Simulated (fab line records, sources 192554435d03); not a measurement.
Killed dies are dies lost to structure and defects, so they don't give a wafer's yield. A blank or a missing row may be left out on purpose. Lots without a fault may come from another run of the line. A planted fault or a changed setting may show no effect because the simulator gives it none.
fab line records | flow n5_finfet
record lots=24 wafers=72 last_day=18
route steps=1938 shown FIN_SAQP@101 FIN_CUT@163
lots that met no fault: from a run of the same line without faults
start_h: hours from the record's first day to the start of the lot's first wafer shown | wait_h: hours since the lot's step before | " the same as in the row above | L1.1+2: a row that stands for several wafers | - no value, or no start given | * or withheld: withheld | < > ~ a bound
route shown NAME@n: a module of which the file shows steps, and the number in the route of the first | usual: mean/standard deviation of fault-free wafers | same: alike in all rows | chamber/n: place in a boat | sites: the reading at each site | _std_site: their standard deviation | _edge_site: outer sites' mean less inner sites' | radius_mm: how far each site lies from the wafer's centre | mask NAME#n: copy n | behind: the tool/chamber that last shaped the wafer | hold: why the lot was held/for how many hours/how that ended | device: the transistor (n, p or np) that didn't switch | end of line: the same wafers' tests at the end of the route | a step without rows: its recipe alone | killed: dies lost to structure and defects at the first sort, not the wafer's yield | map: a wafer's dies, x killed, . not, _ none there
set.NAME: the setting as run; set.NAME@STEP: as run at that earlier step | model.NAME: the simulator's own value behind a step, which no gauge read
steps of the route over a sample of lots; a table a step, a row a wafer
services: from which hour (start_h, from the record's first day; less than 0 if before it) a tool's chamber was out of use, for how many hours, and why
## steps
# step N5_FIN_SAQP_THK_MEAS_07
# usual thk_nm=60.0/0.73
# columns lot.wafer tool chamber start_h wait_h thk_nm
L074.1 film_metro-02 - 20.78 0.1 59.2
L074.4 " - " " 59.8
L074.5 " - " " 60.6
L075.2 film_metro-02 - 27.57 0.1 59.7
L075.3 " - " " 59.3
L075.6 " - " " 60.9
L076.2 film_metro-01 - 32.79 0.1 58.9
L076.4 " - " " 60.2
L076.6 " - " " 60.2
L077.2 film_metro-01 - 39.50 0.1 59.6
L077.3 " - " " 58.9
L077.5 " - " " 59.2
L078.2 film_metro-02 - 44.91 0.1 59.7
L078.3 " - " " 59.8
L078.4 " - " " 60.7
L079.1 film_metro-01 - 50.98 0.1 58.9
L079.2 " - " " 60.2
L079.5 " - " " 59.6
L080.2 film_metro-02 - 56.91 0.1 58.9
L080.3 " - " " 59.6
L080.4 " - " " 60.1
L081.3 film_metro-01 - 63.08 0.1 60.4
L081.4 " - " " 61.0
L081.6 " - " " 62.0
L082.1 film_metro-01 - 69.40 0.1 59.1
L082.5 " - " " 61.0
L082.6 " - " " 60.1
L083.2 film_metro-02 - 75.20 0.1 58.8
L083.4 " - " " 60.3
L083.5 " - " " 59.9
L084.1 film_metro-02 - 81.14 0.1 58.9
L084.5 " - " " 59.2
L084.6 " - " " 60.4
L085.2 film_metro-02 - 87.24 0.1 59.6
L085.3 " - " " 60.6
L085.4 " - " " 60.4
L086.1 film_metro-02 - 93.24 0.1 59.6
L086.5 " - " " 59.9
L086.6 " - " " 60.2
L087.2 film_metro-01 - 100.48 0.1 60.0
L087.4 " - " " 60.4
L087.6 " - " " 60.5
L088.1 film_metro-01 - 105.18 0.1 59.1
L088.3 " - " " 59.3
L088.5 " - " " 59.9
L089.1 film_metro-01 - 111.01 0.1 59.6
L089.2 " - " " 59.5
L089.3 " - " " 59.2
L090.2 film_metro-02 - 117.83 0.1 59.3
L090.3 " - " " 59.3
L090.4 " - " " 59.7
L091.2 film_metro-01 - 123.35 0.1 59.1
L091.3 " - " " 60.4
L091.5 " - " " 61.3
L092.2 film_metro-02 - 129.16 0.1 59.7
L092.4 " - " " 60.4
L092.6 " - " " 60.2
L093.1 film_metro-02 - 135.80 0.1 59.6
L093.2 " - " " 60.3
L093.5 " - " " 60.6
L094.2 film_metro-01 - 140.99 0.1 59.3
L094.3 " - " " 60.4
L094.4 " - " " 62.3
L095.1 film_metro-02 - 147.91 0.1 59.9
L095.3 " - " " 59.8
L095.5 " - " " 60.9
L096.1 film_metro-02 - 154.21 0.1 59.6
L096.3 " - " " 59.8
L096.5 " - " " 59.8
L097.2 film_metro-01 - 159.08 0.1 59.8
L097.3 " - " " 59.2
L097.5 " - " " 60.2
# step N5_FIN_SAQP_INSPECT_18
# recipe mode=adi inspect_instrument=brightfield
# usual raw_defect_count=397/100
# columns lot.wafer tool chamber start_h wait_h raw_defect_count
L074.1 defect_inspect-02 - 21.32 0.0 307
L074.4 " - " " 269
L074.5 " - " " 404
L075.2 defect_inspect-01 - 27.99 0.0 333
L075.3 " - " " 267
L075.6 " - " " 290
L076.2 defect_inspect-02 - 33.21 0.0 441
L076.4 " - " " 313
L076.6 " - " " 320
L077.2 defect_inspect-01 - 39.92 0.0 312
L077.3 " - " " 548
L077.5 " - " " 410
L078.2 defect_inspect-01 - 45.48 0.0 349
L078.3 " - " " 338
L078.4 " - " " 370
L079.1 defect_inspect-01 - 51.53 0.0 434
L079.2 " - " " 710
L079.5 " - " " 401
L080.2 defect_inspect-02 - 57.46 0.0 508
L080.3 " - " " 653
L080.4 " - " " 364
L081.3 defect_inspect-02 - 63.63 0.0 480
L081.4 " - " " 499
L081.6 " - " " 396
L082.1 defect_inspect-01 - 69.97 0.0 451
L082.5 " - " " 491
L082.6 " - " " 409
L083.2 defect_inspect-01 - 75.75 0.0 419
L083.4 " - " " 387
L083.5 " - " " 472
L084.1 defect_inspect-01 - 81.69 0.0 384
L084.5 " - " " 533
L084.6 " - " " 411
L085.2 defect_inspect-01 - 87.78 0.0 300
L085.3 " - " " 342
L085.4 " - " " 434
L086.1 defect_inspect-01 - 93.80 0.0 419
L086.5 " - " " 297
L086.6 " - " " 452
L087.2 defect_inspect-01 - 100.90 0.0 398
L087.4 " - " " 223
L087.6 " - " " 445
L088.1 defect_inspect-01 - 105.60 0.0 229
L088.3 " - " " 394
L088.5 " - " " 349
L089.1 defect_inspect-02 - 111.43 0.0 364
L089.2 " - " " 660
L089.3 " - " " 428
L090.2 defect_inspect-01 - 118.38 0.0 426
L090.3 " - " " 375
L090.4 " - " " 449
L091.2 defect_inspect-02 - 123.90 0.0 388
L091.3 " - " " 377
L091.5 " - " " 504
L092.2 defect_inspect-01 - 129.71 0.0 586
L092.4 " - " " 570
L092.6 " - " " 362
L093.1 defect_inspect-02 - 136.22 0.0 361
L093.2 " - " " 347
L093.5 " - " " 363
L094.2 defect_inspect-02 - 141.41 0.0 778
L094.3 " - " " 390
L094.4 " - " " 421
L095.1 defect_inspect-02 - 148.46 0.0 214
L095.3 " - " " 265
L095.5 " - " " 256
L096.1 defect_inspect-02 - 154.76 0.0 384
L096.3 " - " " 374
L096.5 " - " " 535
L097.2 defect_inspect-01 - 159.63 0.0 350
L097.3 " - " " 472
L097.5 " - " " 493
# step N5_FIN_SAQP_CD_MEAS_27
# recipe target_cd_nm=20 landing_energy_ev=1000 detector=se_inlens polarity=line
# usual cd_nm=20.29/0.24
# columns lot.wafer tool chamber start_h wait_h cd_nm
L074.1 cd_sem-02 0 24.96 0.1 20.80
L074.4 " 0 " " 20.12
L074.5 " 0 " " 20.30
L075.2 cd_sem-02 0 30.23 0.1 20.48
L075.3 " 0 " " 20.01
L075.6 " 0 " " 20.19
L076.2 cd_sem-02 0 35.59 0.1 20.33
L076.4 " 0 " " 20.63
L076.6 " 0 " " 20.32
L077.2 cd_sem-01 0 42.24 0.1 20.24
L077.3 " 0 " " 20.17
L077.5 " 0 " " 20.47
L078.2 cd_sem-01 0 47.52 0.1 20.10
L078.3 " 0 " " 20.45
L078.4 " 0 " " 19.94
L079.1 cd_sem-03 0 53.61 0.1 20.00
L079.2 " 0 " " 20.48
L079.5 " 0 " " 19.95
L080.2 cd_sem-01 0 59.61 0.1 20.45
L080.3 " 0 " " 20.19
L080.4 " 0 " " 20.18
L081.3 cd_sem-01 0 65.71 0.1 20.57
L081.4 " 0 " " 20.22
L081.6 " 0 " " 20.22
L082.1 cd_sem-01 0 72.35 0.1 20.52
L082.5 " 0 " " 20.52
L082.6 " 0 " " 20.11
L083.2 cd_sem-02 0 78.09 0.1 20.36
L083.4 " 0 " " 20.48
L083.5 " 0 " " 20.51
L084.1 cd_sem-02 0 84.15 0.1 20.06
L084.5 " 0 " " 20.40
L084.6 " 0 " " 20.14
L085.2 cd_sem-01 0 90.22 0.1 20.26
L085.3 " 0 " " 20.52
L085.4 " 0 " " 19.90
L086.1 cd_sem-03 0 95.85 0.1 20.05
L086.5 " 0 " " 20.04
L086.6 " 0 " " 20.17
L087.2 cd_sem-01 0 103.10 0.1 20.27
L087.4 " 0 " " 20.22
L087.6 " 0 " " 20.20
L088.1 cd_sem-02 0 108.12 0.1 19.84
L088.3 " 0 " " 20.05
L088.5 " 0 " " 19.93
L089.1 cd_sem-01 0 113.47 0.1 20.97
L089.2 " 0 " " 20.34
L089.3 " 0 " " 20.27
L090.2 cd_sem-02 0 120.58 0.1 20.22
L090.3 " 0 " " 20.42
L090.4 " 0 " " 20.40
L091.2 cd_sem-01 0 126.26 0.1 20.00
L091.3 " 0 " " 19.83
L091.5 " 0 " " 20.41
L092.2 cd_sem-03 0 132.03 0.1 20.50
L092.4 " 0 " " 20.29
L092.6 " 0 " " 20.06
L093.1 cd_sem-03 0 138.40 0.1 20.46
L093.2 " 0 " " 20.40
L093.5 " 0 " " 19.91
L094.2 cd_sem-02 0 143.77 0.1 20.31
L094.3 " 0 " " 20.41
L094.4 " 0 " " 20.46
L095.1 cd_sem-02 0 150.70 0.1 19.90
L095.3 " 0 " " 20.13
L095.5 " 0 " " 20.26
L096.1 cd_sem-02 0 156.93 0.1 20.34
L096.3 " 0 " " 19.80
L096.5 " 0 " " 20.48
L097.2 cd_sem-02 0 161.68 0.1 20.32
L097.3 " 0 " " 20.56
L097.5 " 0 " " 20.52
# step N5_FIN_SAQP_CD_MEAS_31
# recipe target_cd_nm=8 landing_energy_ev=1000 detector=se_inlens polarity=line
# usual cd_nm=8.13/0.22
# columns lot.wafer tool chamber start_h wait_h cd_nm
L074.1 cd_sem-03 0 26.54 0.1 7.94
L074.4 " 0 " " 8.09
L074.5 " 0 " " 8.29
L075.2 cd_sem-01 0 32.22 0.1 8.09
L075.3 " 0 " " 8.31
L075.6 " 0 " " 8.29
L076.2 cd_sem-02 0 37.15 0.1 7.92
L076.4 " 0 " " 8.28
L076.6 " 0 " " 8.10
L077.2 cd_sem-01 0 44.10 0.1 8.20
L077.3 " 0 " " 8.15
L077.5 " 0 " " 8.28
L078.2 cd_sem-02 0 49.06 0.1 8.30
L078.3 " 0 " " 7.85
L078.4 " 0 " " 8.00
L079.1 cd_sem-03 0 55.21 0.1 8.31
L079.2 " 0 " " 8.35
L079.5 " 0 " " 8.58
L080.2 cd_sem-02 0 61.17 0.1 8.16
L080.3 " 0 " " 8.00
L080.4 " 0 " " 7.72
L081.3 cd_sem-02 0 67.30 0.1 8.33
L081.4 " 0 " " 8.27
L081.6 " 0 " " 8.11
L082.1 cd_sem-03 0 74.32 0.1 8.36
L082.5 " 0 " " 8.17
L082.6 " 0 " " 8.30
L083.2 cd_sem-02 0 79.80 0.1 7.75
L083.4 " 0 " " 8.01
L083.5 " 0 " " 8.39
L084.1 cd_sem-01 0 87.20 0.1 8.31
L084.5 " 0 " " 7.87
L084.6 " 0 " " 7.99
L085.2 cd_sem-03 0 91.77 0.1 7.99
L085.3 " 0 " " 7.85
L085.4 " 0 " " 8.17
L086.1 cd_sem-01 0 100.12 0.1 8.36
L086.5 " 0 " " 8.61
L086.6 " 0 " " 8.13
L087.2 cd_sem-01 0 104.75 0.1 7.99
L087.4 " 0 " " 8.00
L087.6 " 0 " " 8.24
L088.1 cd_sem-03 0 109.74 0.1 8.52
L088.3 " 0 " " 7.85
L088.5 " 0 " " 8.37
L089.1 cd_sem-01 0 116.31 0.1 8.16
L089.2 " 0 " " 8.30
L089.3 " 0 " " 7.88
L090.2 cd_sem-03 0 122.63 0.1 8.34
L090.3 " 0 " " 8.17
L090.4 " 0 " " 7.99
L091.2 cd_sem-02 0 128.26 0.1 8.08
L091.3 " 0 " " 7.96
L091.5 " 0 " " 8.28
L092.2 cd_sem-03 0 133.58 0.1 8.15
L092.4 " 0 " " 8.49
L092.6 " 0 " " 8.03
L093.1 cd_sem-02 0 140.08 0.1 7.96
L093.2 " 0 " " 8.33
L093.5 " 0 " " 7.93
L094.2 cd_sem-03 0 145.54 0.1 7.97
L094.3 " 0 " " 7.75
L094.4 " 0 " " 8.18
L095.1 cd_sem-02 0 152.26 0.1 8.10
L095.3 " 0 " " 7.84
L095.5 " 0 " " 7.82
L096.1 cd_sem-02 0 159.06 0.1 8.33
L096.3 " 0 " " 7.72
L096.5 " 0 " " 8.31
L097.2 cd_sem-02 0 163.84 0.1 7.84
L097.3 " 0 " " 8.44
L097.5 " 0 " " 8.07
# step N5_FIN_CUT_CD_MEAS_08
# recipe target_cd_nm=29.1 landing_energy_ev=500 detector=se_inlens polarity=opening
# usual cd_nm=29.08/0.21
# columns lot.wafer tool chamber start_h wait_h cd_nm
L074.1 cd_sem-01 0 27.55 - 29.12
L074.4 " 0 " " 29.49
L074.5 " 0 " " 28.91
L075.2 cd_sem-02 0 33.10 - 29.14
L075.3 " 0 " " 29.25
L075.6 " 0 " " 29.20
L076.2 cd_sem-02 0 38.17 - 28.87
L076.4 " 0 " " 28.85
L076.6 " 0 " " 28.71
L077.2 cd_sem-02 0 45.11 - 29.23
L077.3 " 0 " " 29.28
L077.5 " 0 " " 29.35
L078.2 cd_sem-01 0 50.11 - 29.10
L078.3 " 0 " " 29.08
L078.4 " 0 " " 29.01
L079.1 cd_sem-01 0 56.10 - 28.91
L079.2 " 0 " " 28.87
L079.5 " 0 " " 29.32
L080.2 cd_sem-03 0 62.18 - 28.79
L080.3 " 0 " " 28.94
L080.4 " 0 " " 28.80
L081.3 cd_sem-02 0 68.32 - 29.04
L081.4 " 0 " " 29.13
L081.6 " 0 " " 29.39
L082.1 cd_sem-02 0 75.21 - 29.31
L082.5 " 0 " " 28.92
L082.6 " 0 " " 29.61
L083.2 cd_sem-03 0 80.96 - 29.04
L083.4 " 0 " " 29.07
L083.5 " 0 " " 29.07
L084.1 cd_sem-03 0 88.21 - 28.85
L084.5 " 0 " " 29.07
L084.6 " 0 " " 28.84
L085.2 cd_sem-03 0 92.78 - 29.29
L085.3 " 0 " " 29.00
L085.4 " 0 " " 29.01
L086.1 cd_sem-03 0 101.21 - 29.01
L086.5 " 0 " " 29.03
L086.6 " 0 " " 28.92
L087.2 cd_sem-01 0 105.64 - 29.15
L087.4 " 0 " " 29.07
L087.6 " 0 " " 28.98
L088.1 cd_sem-01 0 110.75 - 29.16
L088.3 " 0 " " 29.08
L088.5 " 0 " " 29.18
L089.1 cd_sem-03 0 117.33 - 29.03
L089.2 " 0 " " 29.07
L089.3 " 0 " " 29.05
L090.2 cd_sem-03 0 123.66 - 29.12
L090.3 " 0 " " 29.05
L090.4 " 0 " " 29.02
L091.2 cd_sem-02 0 129.14 - 28.85
L091.3 " 0 " " 29.24
L091.5 " 0 " " 29.52
L092.2 cd_sem-03 0 134.46 - 28.80
L092.4 " 0 " " 29.22
L092.6 " 0 " " 28.84
L093.1 cd_sem-01 0 141.10 - 29.29
L093.2 " 0 " " 29.35
L093.5 " 0 " " 29.32
L094.2 cd_sem-03 0 146.55 - 28.99
L094.3 " 0 " " 28.97
L094.4 " 0 " " 28.98
L095.1 cd_sem-01 0 153.28 - 29.45
L095.3 " 0 " " 29.27
L095.5 " 0 " " 29.12
L096.1 cd_sem-02 0 159.95 - 29.09
L096.3 " 0 " " 28.76
L096.5 " 0 " " 28.97
L097.2 cd_sem-01 0 164.94 - 28.87
L097.3 " 0 " " 28.41
L097.5 " 0 " " 29.36
# step N5_FIN_CUT_STRIP_24
# recipe chemistry=CF4 resist=SiARC power_w=300 bias_power_w=75 pressure_mtorr=50 cf4_flow_sccm=150 rf_frequency_hz=6e+07
# usual drypump_motor_current_A=5.5/0.5 oes_product_au=0.77/0.057 power_w=300.0/0.9 rf_vpp_V=270.6/1.6 showerhead_plenum_p_Torr=1.77/0.064 throttle_valve_pct=13.51/0.18
# columns lot.wafer tool chamber start_h wait_h drypump_motor_current_A oes_product_au power_w rf_hours_counter_h rf_vpp_V showerhead_plenum_p_Torr throttle_valve_pct
L074.1 rie_diel-06 1 28.25 0.0 4.9 0.80 300.1 97 270.3 1.75 13.54
L074.4 " 0 " " 5.5 0.77 299.4 114 270.7 1.80 13.77
L074.5 " 0 " " 5.5 0.76 299.5 - 271.9 1.80 13.77
L075.2 rie_diel-01 3 33.64 0.0 5.7 0.72 300.1 192 271.1 1.79 13.65
L075.3 " 0 " " 5.4 0.82 300.3 65 270.6 1.68 13.26
L075.6 " 2 " " 6.3 0.75 300.5 - 270.6 1.80 13.39
L076.2 rie_diel-02 0 38.71 0.0 5.2 0.95 301.0 7 274.8 1.91 13.12
L076.4 " 1 " " 6.3 0.81 302.3 107 268.1 1.73 13.30
L076.6 " 2 " " 5.1 0.78 299.9 - 268.9 1.74 13.47
L077.2 rie_diel-02 1 45.65 0.0 6.3 0.80 299.8 109 268.5 1.73 13.29
L077.3 " 3 " " 5.9 0.79 300.3 100 270.7 1.82 13.48
L077.5 " 2 " " 5.1 0.77 301.5 - 269.6 1.74 13.48
L078.2 rie_diel-02 2 50.65 0.0 5.1 0.76 299.2 120 269.7 1.74 13.46
L078.3 " 1 " " 6.3 0.80 299.4 110 269.3 1.73 13.31
L078.4 " 3 " " 5.9 0.80 299.9 102 273.6 1.82 13.49
L079.1 rie_diel-06 3 56.64 0.0 5.6 0.70 299.6 190 269.5 1.71 13.50
L079.2 " 1 " " 4.9 0.80 300.6 106 269.2 1.74 13.55
L079.5 " 0 " " 5.5 0.75 298.5 - 271.6 1.80 13.79
L080.2 rie_diel-02 1 62.72 0.0 6.3 0.80 299.9 114 269.8 1.73 13.31
L080.3 " 2 " " 5.0 0.77 299.7 124 268.5 1.74 13.49
L080.4 " 3 " " 5.9 0.79 299.2 106 272.8 1.82 13.49
L081.3 rie_diel-02 3 68.86 0.0 5.9 0.79 300.5 108 272.7 1.82 13.50
L081.4 " 1 " " 6.3 0.80 300.7 116 270.6 1.73 13.31
L081.6 " 1 " " 6.3 0.80 300.3 - 267.8 1.73 13.31
L082.1 rie_diel-06 3 75.75 0.0 5.5 0.69 298.7 197 267.9 1.71 13.52
L082.5 " 1 " " 4.9 0.79 297.8 - 269.9 1.74 13.56
L082.6 " 2 " " 5.0 0.76 300.2 - 269.5 1.74 13.54
L083.2 rie_diel-01 2 81.50 0.0 6.3 0.74 300.7 127 271.1 1.80 13.41
L083.4 " 3 " " 5.8 0.71 299.9 206 271.1 1.79 13.68
L083.5 " 3 " " 5.7 0.72 298.8 - 270.8 1.79 13.69
L084.1 rie_diel-01 3 88.75 0.0 5.8 0.70 299.4 208 271.0 1.79 13.71
L084.5 " 1 " " 4.7 0.72 298.9 - 274.2 1.86 13.76
L084.6 " 2 " " 6.3 0.74 299.5 - 270.8 1.80 13.42
L085.2 rie_diel-02 3 93.32 0.0 5.9 0.79 300.2 116 271.8 1.81 13.51
L085.3 " 1 " " 6.3 0.79 299.9 123 271.1 1.72 13.35
L085.4 " 0 " " 5.3 0.89 300.3 24 273.1 1.90 13.16
L086.1 rie_diel-01 2 101.75 0.0 6.3 0.74 300.6 133 270.4 1.79 13.42
L086.5 " 0 " " 5.4 0.80 298.9 - 269.9 1.68 13.30
L086.6 " 3 " " 5.8 0.71 299.9 - 271.6 1.79 13.71
L087.2 rie_diel-01 1 106.18 0.0 4.7 0.72 300.0 167 273.0 1.86 13.78
L087.4 " 2 " " 6.3 0.75 298.8 134 270.8 1.79 13.44
L087.6 " 0 " " 5.4 0.80 300.0 - 268.2 1.68 13.33
L088.1 rie_diel-02 2 111.29 0.0 5.1 0.75 301.1 139 268.9 1.73 13.51
L088.3 " 3 " " 5.9 0.79 299.8 122 271.4 1.81 13.53
L088.5 " 1 " " 6.3 0.78 300.6 - 268.5 1.72 13.34
L089.1 rie_diel-01 2 117.95 0.0 6.3 0.74 301.4 138 271.5 1.79 13.43
L089.2 " 1 " " 4.7 0.72 298.7 170 272.4 1.86 13.77
L089.3 " 0 " " 5.4 0.80 301.1 90 269.0 1.68 13.33
L090.2 rie_diel-01 1 124.20 0.0 4.7 0.71 299.3 172 272.5 1.86 13.80
L090.3 " 0 " " 5.4 0.80 300.8 91 268.7 1.68 13.32
L090.4 " 3 " " 5.7 0.70 301.0 219 271.4 1.79 13.71
L091.2 rie_diel-06 1 129.68 0.0 5.0 0.77 299.8 127 271.0 1.74 13.60
L091.3 " 2 " " 5.0 0.75 300.4 136 269.1 1.74 13.57
L091.5 " 1 " " 5.0 0.77 301.0 - 269.6 1.74 13.59
L092.2 rie_diel-06 1 135.00 0.0 4.9 0.77 300.5 129 269.0 1.74 13.61
L092.4 " 2 " " 5.0 0.75 300.7 139 270.1 1.74 13.58
L092.6 " 3 " " 5.6 0.68 300.7 - 269.4 1.70 13.55
L093.1 rie_diel-06 3 141.64 0.0 5.6 0.68 300.5 218 270.4 1.70 13.56
L093.2 " 2 " " 5.0 0.74 299.1 142 269.5 1.73 13.57
L093.5 " 2 " " 5.0 0.74 300.6 - 269.5 1.73 13.58
L094.2 rie_diel-01 2 147.09 0.0 6.3 0.73 300.7 147 270.4 1.79 13.45
L094.3 " 1 " " 4.7 0.71 300.7 179 271.1 1.85 13.81
L094.4 " 3 " " 5.7 0.69 301.7 226 270.6 1.78 13.72
L095.1 rie_diel-02 1 153.91 0.0 6.3 0.78 301.0 142 270.3 1.72 13.38
L095.3 " 2 " " 5.1 0.74 299.2 151 270.8 1.73 13.56
L095.5 " 0 " " 5.2 0.87 300.6 - 272.8 1.90 13.18
L096.1 rie_diel-06 3 160.49 0.0 5.6 0.67 300.4 223 271.1 1.70 13.58
L096.3 " 1 " " 4.9 0.77 299.7 137 270.7 1.73 13.61
L096.5 " 2 " " 5.0 0.74 301.5 - 267.5 1.73 13.60
L097.2 rie_diel-06 1 165.48 0.0 4.9 0.76 299.8 139 269.7 1.73 13.64
L097.3 " 3 " " 5.5 0.68 300.3 225 269.4 1.70 13.57
L097.5 " 1 " " 4.9 0.76 300.7 - 268.3 1.73 13.62
## services
# columns tool chamber start_h hours kind
rie_diel-01 1 16.98 6.8 repair
rie_diel-01 - 89.90 2.8 pm
rie_diel-02 0 100.79 3.5 repair
rie_diel-02 0 104.59 9.6 repair
rie_diel-02 3 125.78 8.9 repair
rie_diel-06 0 161.86 8.2 repair
## key
fault none
